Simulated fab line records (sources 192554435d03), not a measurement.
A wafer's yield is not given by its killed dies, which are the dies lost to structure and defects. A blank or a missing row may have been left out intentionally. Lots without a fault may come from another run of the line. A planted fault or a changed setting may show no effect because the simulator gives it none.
A struck lot beside a sound one :: flow n5-finfet :: 15 out of 1938 route steps
Sound: the wafers L305.2, L305.4, L305.6. Struck: wafers L298.2, L298.3, L298.5. The cause is named last.
Each step with rows lists, per side, the tool, then ch with its chambers, then its first start. Under that, the readings that differ: sound wafers :: struck wafers :: difference of the means :: sigmas: that difference in standard deviations of wafers without a fault.
alike: words and numbers the same on both sides, and readings whose means are apart by under 2 such deviations; not compared: readings that were withheld, readings missing a value for some wafer, numbers with overlapping values and no deviation given by the record, and bounds like >300 which may hide the same value.
Wherever a step has rows on one side only, a row that says differs or no value, or a row with sigmas, the two part there. Numbers that have no deviation but don't overlap get no sigmas and don't part them. A reading missing from all wafers of one side parts the sides only when that side holds two or more wafers.

first, 4 steps without rows for these wafers: N5_PASSIVATION_EXPOSE_07 (exposes mask TV, defocus 0 nm, target cd 3000 nm); N5_PASSIVATION_PEB_08; N5_PASSIVATION_DEVELOP_09 (develop time 60 s); N5_PASSIVATION_HARDBAKE_11 (time 120 s).
N5_PASSIVATION_CD_MEAS_10: the cd target is 3000 nm.
  sound on cd-sem-03 ch 0, day 17 16:03; struck on cd-sem-02 ch 0, day 16 19:07
  alike: cd-nm
N5_PASSIVATION_OVL_MEAS_60:
  sound on overlay-02 ch 0, day 17 16:05; struck on overlay-02 ch 0, day 16 19:08
  alike: TV_OVL
N5_PASSIVATION_INSPECT_61: inspects for defects (macro).
  struck on defect-inspect-02, day 16 19:10; sound on defect-inspect-02, day 17 16:06
  alike: raw-defect-count
N5_PASSIVATION_DESCUM_12: chemistry O2, time 7.9 s.
  sound on rie-diel-04 ch 0,1,2, day 17 16:08; struck on rie-diel-04 ch 0,2, day 16 19:11
  alike: drypump-motor-current-A, oes-product-au, rf-vpp-V, showerhead-plenum-p-Torr, throttle-valve-pct
  not compared: rf-hours-counter-h
N5_PASSIVATION_PASS_ETCH_74: etches SiNx in CF4/O2, target depth 220 nm, time 110 s.
  sound on rie-diel-04 ch 0,1,2, day 17 16:12; struck on rie-diel-04 ch 0,2, day 16 19:16
  alike: drypump-motor-current-A, oes-product-au, rf-vpp-V, showerhead-plenum-p-Torr, throttle-valve-pct
  not compared: rf-hours-counter-h
N5_PASSIVATION_VIA_ETCH_13: etches SiO2 in CHF3/O2, target depth 660 nm, time 330 s.
  sound on rie-diel-04 ch 0,1,2, day 17 16:17; struck on rie-diel-04 ch 0,2, day 16 19:21
  alike: drypump-motor-current-A, etch-rf-on-time-s, oes-product-au, rf-vpp-V, showerhead-plenum-p-Torr, throttle-valve-pct
  not compared: rf-hours-counter-h
N5_PASSIVATION_STRIP_14: strips in O2.
  sound on rie-diel-04 ch 0,1,2, day 17 16:29; struck on rie-diel-04 ch 0,2, day 16 19:33
  alike: chamber-pressure-mTorr, drypump-motor-current-A, oes-product-au, rf-vpp-V, showerhead-plenum-p-Torr, throttle-valve-pct
  not compared: rf-hours-counter-h
N5_PASSIVATION_ETCH_15: etches SiCN in CF4/N2, target depth 75 nm, time 81.2 s.
  sound on rie-diel-04 ch 0,1,2; struck on rie-diel-04 ch 0,2
  alike: drypump-motor-current-A, oes-product-au, rf-vpp-V, showerhead-plenum-p-Torr, throttle-valve-pct
  not compared: rf-hours-counter-h
N5_PASSIVATION_STRIP_73: strips in post etch residue remover, time 60 s.
  sound on wet-bench-05 ch 0,1,4, day 17 16:39; struck on wet-bench-04 ch 1,4,7, day 16 19:43
  no value came back on the struck wafers for run-length-s (s), temp-c (C); on the sound wafers run-length-s (s) reads 73 73 72
then, 2 steps without rows for these wafers: N5_PASSIVATION_SRD_17 (time 30 s, dry time 30 s); N5_PASSIVATION_PROBE_49.

== WHERE THEY PART ==
Only at N5_PASSIVATION_STRIP_73, as far as this record shows.

WHY: the cause the simulator had injected
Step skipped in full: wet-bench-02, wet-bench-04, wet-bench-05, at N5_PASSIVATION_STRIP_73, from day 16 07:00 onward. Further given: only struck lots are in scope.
